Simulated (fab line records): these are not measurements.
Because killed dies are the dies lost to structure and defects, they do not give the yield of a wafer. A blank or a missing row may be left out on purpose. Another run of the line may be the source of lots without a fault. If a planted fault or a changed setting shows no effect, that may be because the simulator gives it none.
Which tool is to blame? / flow n5_finfet / 27 wafers from 9 lots sampled at 7 of the route's 1938 steps

## WHAT THE GAUGES SHOWED, per wafer
N5_BEOL_M4_RC_MEAS_101. Usual: DIBL_N 36.5 mV/V, standard deviation 1.4; DIBL_P 36.6 mV/V, standard deviation 1.9; IOFF_N 0.167 nA/um, standard deviation 0.029; IOFF_P 0.21 nA/um, standard deviation 0.033; ION_N 674 uA/um, standard deviation 12; ION_P 460 uA/um, standard deviation 8.9; SS_N 71.6 mV/dec, standard deviation 0.57; SS_P 73.4 mV/dec, standard deviation 0.61; VT_N 249 mV, standard deviation 3.3; VT_P -250 mV, standard deviation 3.3.
lot=L805; measured=day 8 10:22; on=prober-02; DIBL_N (mV/V)=36.0 34.5 38.5; DIBL_P (mV/V)=36.0 33.9 39.2; IOFF_N (nA/um)=0.160 0.134 0.214; IOFF_P (nA/um)=0.20 0.18 0.26; ION_N (uA/um)=664 657 674; ION_P (uA/um)=454 450 459; SS_N (mV/dec)=71.5 71.3 72.6; SS_P (mV/dec)=73.9 73.7 74.7; VT_N (mV)=250 252 244; VT_P (mV)=-252 -256 -247; flag=
lot=L807; measured=day 9 03:16; on=prober-02; DIBL_N (mV/V)=36.6 35.1 37.3; DIBL_P (mV/V)=35.3 33.9 36.3; IOFF_N (nA/um)=0.158 0.135 0.173; IOFF_P (nA/um)=0.23 0.21 0.25; ION_N (uA/um)=678 662 677; ION_P (uA/um)=467 462 470; SS_N (mV/dec)=71.5 70.4 71.1; SS_P (mV/dec)=73.4 73.0 73.6; VT_N (mV)=250 252 250; VT_P (mV)=-248 -248 -244; flag=
lot=L808; measured=day 9 04:07; on=prober-01; DIBL_N (mV/V)=35.8 35.5 37.0; DIBL_P (mV/V)=34.7 34.8 36.7; IOFF_N (nA/um)=0.145 0.150 0.172; IOFF_P (nA/um)=0.19 0.20 0.23; ION_N (uA/um)=660 681 667; ION_P (uA/um)=451 465 460; SS_N (mV/dec)=71.2 71.0 70.9; SS_P (mV/dec)=73.5 73.2 73.8; VT_N (mV)=249 250 248; VT_P (mV)=-251 -249 -248; flag=
lot=L812; measured=day 9 22:53; on=prober-01; DIBL_N (mV/V)=35.4 37.5 36.1; DIBL_P (mV/V)=34.6 37.5 35.6; IOFF_N (nA/um)=0.153 0.210 0.158; IOFF_P (nA/um)=0.18 0.21 0.18; ION_N (uA/um)=678 689 671; ION_P (uA/um)=460 465 453; SS_N (mV/dec)=71.9 71.5 71.5; SS_P (mV/dec)=72.6 73.6 72.5; VT_N (mV)=250 245 249; VT_P (mV)=-254 -251 -253; flag=
lot=L820; measured=day 12 05:22; on=prober-02; DIBL_N (mV/V)=35.6 36.2 37.4; DIBL_P (mV/V)=35.7 36.2 37.4; IOFF_N (nA/um)=0.135 0.152 0.164; IOFF_P (nA/um)=0.16 0.17 0.20; ION_N (uA/um)=662 664 674; ION_P (uA/um)=445 446 454; SS_N (mV/dec)=71.4 70.7 72.3; SS_P (mV/dec)=72.4 73.0 72.9; VT_N (mV)=255 249 251; VT_P (mV)=-255 -255 -255; flag=
lot=L823; measured=day 13 01:34; on=prober-02; DIBL_N (mV/V)=36.3 35.6 35.4; DIBL_P (mV/V)=36.5 36.2 35.1; IOFF_N (nA/um)=0.160 0.138 0.140; IOFF_P (nA/um)=0.20 0.20 0.19; ION_N (uA/um)=671 660 673; ION_P (uA/um)=456 451 459; SS_N (mV/dec)=72.0 71.5 70.9; SS_P (mV/dec)=74.1 73.5 74.4; VT_N (mV)=248 254 252; VT_P (mV)=-253 -255 -253; flag=
lot=L821; measured=day 13 01:41; on=prober-01; DIBL_N (mV/V)=37.9 39.4 38.6; DIBL_P (mV/V)=38.4 41.1 38.5; IOFF_N (nA/um)=0.174 0.228 0.181; IOFF_P (nA/um)=0.24 0.29 0.23; ION_N (uA/um)=668 703 658; ION_P (uA/um)=462 481 452; SS_N (mV/dec)=72.1 71.8 71.8; SS_P (mV/dec)=73.4 74.9 73.6; VT_N (mV)=248 245 250; VT_P (mV)=-251 -247 -251; flag=
lot=L824; measured=day 13 07:11; on=prober-02; DIBL_N (mV/V)=34.0 36.4 36.2; DIBL_P (mV/V)=34.6 37.1 37.3; IOFF_N (nA/um)=0.139 0.179 0.174; IOFF_P (nA/um)=0.20 0.24 0.25; ION_N (uA/um)=679 669 674; ION_P (uA/um)=465 466 467; SS_N (mV/dec)=71.0 72.0 71.8; SS_P (mV/dec)=72.8 73.6 73.0; VT_N (mV)=250 247 248; VT_P (mV)=-249 -243 -245; flag=
lot=L826; measured=day 13 20:43; on=prober-01; DIBL_N (mV/V)=35.2 35.4 36.6; DIBL_P (mV/V)=34.8 35.0 36.5; IOFF_N (nA/um)=0.133 0.141 0.165; IOFF_P (nA/um)=0.19 0.20 0.21; ION_N (uA/um)=649 670 663; ION_P (uA/um)=452 462 447; SS_N (mV/dec)=72.1 71.4 72.4; SS_P (mV/dec)=72.1 72.8 71.9; VT_N (mV)=252 250 249; VT_P (mV)=-252 -251 -251; flag=

N5_BEOL_M11_OCD_MEAS_38. Usual: 149 nm for trench_depth_nm, sd 3.
lot=L805; measured=day 10 21:34; on=ocd-01; trench_depth_nm (nm)=149 146 147; flag=
lot=L807; measured=day 11 09:10; on=ocd-01; trench_depth_nm (nm)=146 157 147; flag=
lot=L808; measured=day 11 07:11; on=ocd-01; trench_depth_nm (nm)=149 148 147; flag=
lot=L812; measured=day 12 08:57; on=ocd-02; trench_depth_nm (nm)=146 147 146; flag=
lot=L820; measured=day 14 19:35; on=ocd-02; trench_depth_nm (nm)=152 151 151; flag=
lot=L823; measured=day 15 11:24; on=ocd-02; trench_depth_nm (nm)=149 156 149; flag=
lot=L821; measured=day 15 12:05; on=ocd-02; trench_depth_nm (nm)=147 154 149; flag=
lot=L824; measured=day 15 15:37; on=ocd-01; trench_depth_nm (nm)=149 148 148; flag=
lot=L826; measured=day 16 19:57; on=ocd-01; trench_depth_nm (nm)=154 153 152; flag=

N5_BEOL_M11_THK_MEAS_53: measures by xrf. Usual: for M11_THK the level is 138 nm and the standard deviation is 3.3.
lot=L805; measured=day 11 01:30; on=film_metro-01; M11_THK (nm)=135 132 134; flag=
lot=L807; measured=day 11 11:45; on=film_metro-02; M11_THK (nm)=138 146 139; flag=
lot=L808; measured=day 11 10:55; on=film_metro-02; M11_THK (nm)=136 136 242; flag=OFF
lot=L812; measured=day 12 11:32; on=film_metro-01; M11_THK (nm)=240 137 246; flag=OFF
lot=L820; measured=day 14 22:13; on=film_metro-02; M11_THK (nm)=140 140 140; flag=
lot=L823; measured=day 15 14:14; on=film_metro-01; M11_THK (nm)=137 142 138; flag=
lot=L821; measured=day 15 15:57; on=film_metro-01; M11_THK (nm)=136 143 138; flag=
lot=L824; measured=day 15 18:09; on=film_metro-02; M11_THK (nm)=135 136 136; flag=
lot=L826; measured=day 16 22:56; on=film_metro-01; M11_THK (nm)=141 141 141; flag=

N5_BEOL_M11_INSPECT_58: inspects for defects (darkfield). Usual: 71 for raw_defect_count, sd 23.
lot=L805; measured=day 11 01:40; on=defect_inspect-02; raw_defect_count=57 80 108; flag=
lot=L807; measured=day 11 11:55; on=defect_inspect-02; raw_defect_count=50 92 56; flag=
lot=L808; measured=day 11 11:06; on=defect_inspect-01; raw_defect_count=57 82 1116; flag=OFF
lot=L812; measured=day 12 11:41; on=defect_inspect-01; raw_defect_count=1062 50 1034; flag=OFF
lot=L820; measured=day 14 22:22; on=defect_inspect-02; raw_defect_count=94 106 61; flag=
lot=L823; measured=day 15 14:23; on=defect_inspect-02; raw_defect_count=46 83 59; flag=
lot=L821; measured=day 15 16:06; on=defect_inspect-02; raw_defect_count=73 83 21; flag=
lot=L824; measured=day 15 18:18; on=defect_inspect-02; raw_defect_count=70 49 79; flag=
lot=L826; measured=day 16 23:05; on=defect_inspect-01; raw_defect_count=99 70 88; flag=

## TOOL THAT RAN EACH LOT (tool first, then ch and the chambers of the sampled wafers, then the start)
lot=L805; N5_BEOL_M10_STRIP_36=rie_diel-06 ch 0,2,3, day 10 14:13; N5_BEOL_M10_SURFACE_TREAT_76=pvd_sputter-03, day 10 15:28; N5_BEOL_M11_CMP_52=cmp-03 ch 0,1, day 11 01:13
lot=L807; N5_BEOL_M10_STRIP_36=rie_diel-05 ch 0,1,3, day 11 01:13; N5_BEOL_M10_SURFACE_TREAT_76=pvd_sputter-01, day 11 02:34; N5_BEOL_M11_CMP_52=cmp-01 ch 1,2,3, day 11 11:32
lot=L808; N5_BEOL_M10_STRIP_36=rie_diel-05 ch 0,1,3, day 11 00:45; N5_BEOL_M10_SURFACE_TREAT_76=pvd_sputter-03, day 11 02:03; N5_BEOL_M11_CMP_52=cmp-03 ch 0,1,2, day 11 10:44
lot=L812; N5_BEOL_M10_STRIP_36=rie_diel-05 ch 0,1, day 11 20:29; N5_BEOL_M10_SURFACE_TREAT_76=pvd_sputter-03, day 11 22:38; N5_BEOL_M11_CMP_52=cmp-03 ch 2,3, day 12 11:14
lot=L820; N5_BEOL_M10_STRIP_36=rie_diel-06 ch 0,2,3, day 14 13:02; N5_BEOL_M10_SURFACE_TREAT_76=pvd_sputter-02, day 14 14:23; N5_BEOL_M11_CMP_52=cmp-01 ch 0,1, day 14 21:55
lot=L823; N5_BEOL_M10_STRIP_36=rie_diel-06 ch 0,1, day 15 01:37; N5_BEOL_M10_SURFACE_TREAT_76=pvd_sputter-01, day 15 03:51; N5_BEOL_M11_CMP_52=cmp-03 ch 0,2,3, day 15 13:59
lot=L821; N5_BEOL_M10_STRIP_36=rie_diel-06 ch 1,2,3, day 15 02:33; N5_BEOL_M10_SURFACE_TREAT_76=pvd_sputter-03, day 15 06:10; N5_BEOL_M11_CMP_52=cmp-04 ch 0,1, day 15 15:41
lot=L824; N5_BEOL_M10_STRIP_36=rie_diel-05 ch 0,1,3, day 15 08:56; N5_BEOL_M10_SURFACE_TREAT_76=pvd_sputter-02, day 15 10:33; N5_BEOL_M11_CMP_52=cmp-01 ch 0,1,2, day 15 17:51
lot=L826; N5_BEOL_M10_STRIP_36=rie_diel-02 ch 1,2,3, day 15 22:11; N5_BEOL_M10_SURFACE_TREAT_76=pvd_sputter-01, day 16 01:04; N5_BEOL_M11_CMP_52=cmp-01 ch 0,2,3, day 16 22:41
- N5_BEOL_M10_STRIP_36: strips in N2/H2.
- N5_BEOL_M10_SURFACE_TREAT_76
- N5_BEOL_M11_CMP_52: polishes, stops on SiCOH lowk, t overpolish 7 s, target thk 140 nm.

## AS READ BY THE TOOLS THEMSELVES (means over the sampled wafers that have a number; for cases with no such wafer, the mark the record gives instead)
N5_BEOL_M10_STRIP_36. Usual: drypump_motor_current_A 5.6 A, standard deviation 0.59; oes_product_au 0.83 a.u., standard deviation 0.083; rf_vpp_V 59.2 V, standard deviation 2; showerhead_plenum_p_Torr 2.54 Torr, standard deviation 0.092; temp_c 40.01 C, standard deviation 0.11; throttle_valve_pct 23.4 %, standard deviation 0.31.
lot=L805; tool=rie_diel-06; drypump_motor_current_A (A)=6.1; oes_product_au (a.u.)=0.75; rf_vpp_V (V)=59.3; showerhead_plenum_p_Torr (Torr)=2.56; temp_c (C)=40.03; throttle_valve_pct (%)=23.6; flag=
lot=L807; tool=rie_diel-05; drypump_motor_current_A (A)=5.2; oes_product_au (a.u.)=0.85; rf_vpp_V (V)=58.0; showerhead_plenum_p_Torr (Torr)=2.47; temp_c (C)=40.08; throttle_valve_pct (%)=23.3; flag=
lot=L808; tool=rie_diel-05; drypump_motor_current_A (A)=5.2; oes_product_au (a.u.)=0.84; rf_vpp_V (V)=60.6; showerhead_plenum_p_Torr (Torr)=2.48; temp_c (C)=39.92; throttle_valve_pct (%)=23.3; flag=
lot=L812; tool=rie_diel-05; drypump_motor_current_A (A)=5.0; oes_product_au (a.u.)=0.83; rf_vpp_V (V)=59.4; showerhead_plenum_p_Torr (Torr)=2.46; temp_c (C)=39.93; throttle_valve_pct (%)=23.1; flag=
lot=L820; tool=rie_diel-06; drypump_motor_current_A (A)=6.0; oes_product_au (a.u.)=0.93; rf_vpp_V (V)=58.8; showerhead_plenum_p_Torr (Torr)=2.65; temp_c (C)=39.99; throttle_valve_pct (%)=23.5; flag=
lot=L823; tool=rie_diel-06; drypump_motor_current_A (A)=5.0; oes_product_au (a.u.)=0.83; rf_vpp_V (V)=59.0; showerhead_plenum_p_Torr (Torr)=2.60; temp_c (C)=40.02; throttle_valve_pct (%)=23.2; flag=
lot=L821; tool=rie_diel-06; drypump_motor_current_A (A)=6.1; oes_product_au (a.u.)=0.93; rf_vpp_V (V)=58.9; showerhead_plenum_p_Torr (Torr)=2.59; temp_c (C)=39.96; throttle_valve_pct (%)=23.5; flag=
lot=L824; tool=rie_diel-05; drypump_motor_current_A (A)=5.2; oes_product_au (a.u.)=0.81; rf_vpp_V (V)=58.7; showerhead_plenum_p_Torr (Torr)=2.46; temp_c (C)=40.06; throttle_valve_pct (%)=23.3; flag=
lot=L826; tool=rie_diel-02; drypump_motor_current_A (A)=5.7; oes_product_au (a.u.)=0.80; rf_vpp_V (V)=59.4; showerhead_plenum_p_Torr (Torr)=2.59; temp_c (C)=39.99; throttle_valve_pct (%)=23.5; flag=

N5_BEOL_M10_SURFACE_TREAT_76. Usual: 30.00 sccm for ar_flow_sccm, sd 0.085.
lot=L805; tool=pvd_sputter-03; ar_flow_sccm (sccm)=29.98; flag=
lot=L807; tool=pvd_sputter-01; ar_flow_sccm (sccm)=30.01; flag=
lot=L808; tool=pvd_sputter-03; ar_flow_sccm (sccm)=29.97; flag=
lot=L812; tool=pvd_sputter-03; ar_flow_sccm (sccm)=29.92; flag=
lot=L820; tool=pvd_sputter-02; ar_flow_sccm (sccm)=30.05; flag=
lot=L823; tool=pvd_sputter-01; ar_flow_sccm (sccm)=30.08; flag=
lot=L821; tool=pvd_sputter-03; ar_flow_sccm (sccm)=29.99; flag=
lot=L824; tool=pvd_sputter-02; ar_flow_sccm (sccm)=29.99; flag=
lot=L826; tool=pvd_sputter-01; ar_flow_sccm (sccm)=30.01; flag=

N5_BEOL_M11_CMP_52. Usual: barrier_field_endpoint_s 28.4 s, standard deviation 0.79; motor_current_A 6.0 A, standard deviation 0.5; overpolish_run_s 7.002 s, standard deviation 0.009; time_to_endpoint_s 66 s, standard deviation 3.8.
lot=L805; tool=cmp-03; barrier_field_endpoint_s (s)=27.5; motor_current_A (A)=6.3; overpolish_run_s (s)=6.998; time_to_endpoint_s (s)=64; flag=
lot=L807; tool=cmp-01; barrier_field_endpoint_s (s)=28.7; motor_current_A (A)=6.1; overpolish_run_s (s)=7.012; time_to_endpoint_s (s)=69; flag=
lot=L808; tool=cmp-03; barrier_field_endpoint_s (s)=34.2; motor_current_A (A)=6.3; overpolish_run_s (s)=4.677; time_to_endpoint_s (s)=71; flag=OFF
lot=L812; tool=cmp-03; barrier_field_endpoint_s (s)=40.9; motor_current_A (A)=5.9; overpolish_run_s (s)=2.363; time_to_endpoint_s (s)=81; flag=OFF
lot=L820; tool=cmp-01; barrier_field_endpoint_s (s)=28.3; motor_current_A (A)=5.3; overpolish_run_s (s)=7.000; time_to_endpoint_s (s)=68; flag=
lot=L823; tool=cmp-03; barrier_field_endpoint_s (s)=28.3; motor_current_A (A)=6.0; overpolish_run_s (s)=7.004; time_to_endpoint_s (s)=64; flag=
lot=L821; tool=cmp-04; barrier_field_endpoint_s (s)=28.8; motor_current_A (A)=6.0; overpolish_run_s (s)=7.000; time_to_endpoint_s (s)=68; flag=
lot=L824; tool=cmp-01; barrier_field_endpoint_s (s)=29.0; motor_current_A (A)=5.4; overpolish_run_s (s)=7.000; time_to_endpoint_s (s)=68; flag=
lot=L826; tool=cmp-01; barrier_field_endpoint_s (s)=29.3; motor_current_A (A)=6.1; overpolish_run_s (s)=6.999; time_to_endpoint_s (s)=66; flag=

## THE ANSWER, worked out from the rows above alone
Rule: take the mean of a lot's wafers that have a number; if it is more than 3 standard deviations from the usual mean, the lot is off. Also off: a lot with no number at a reading for which 4 or more lots have one. All remaining lots with rows at the step are treated as sound. Order of review: gauges by route order, followed by the tools' own readings, for which a lot's mean as printed above is used. At the first step where some lot is off, the reading lying furthest off is the one used; lots without a number count as furthest.
Off: L808, L812, seen at N5_BEOL_M11_THK_MEAS_53 (M11_THK).
A tool fits if, at a process step before that reading, it ran every lot that is off, and no sound lot after the first of them. The gauges at N5_BEOL_M11_THK_MEAS_53 aren't tried: what is off there is off at N5_BEOL_M11_INSPECT_58 too, on other tools, and a gauge's error can't cause that. None of those tried fits.

## WHAT THE SIMULATOR HAD PUT IN
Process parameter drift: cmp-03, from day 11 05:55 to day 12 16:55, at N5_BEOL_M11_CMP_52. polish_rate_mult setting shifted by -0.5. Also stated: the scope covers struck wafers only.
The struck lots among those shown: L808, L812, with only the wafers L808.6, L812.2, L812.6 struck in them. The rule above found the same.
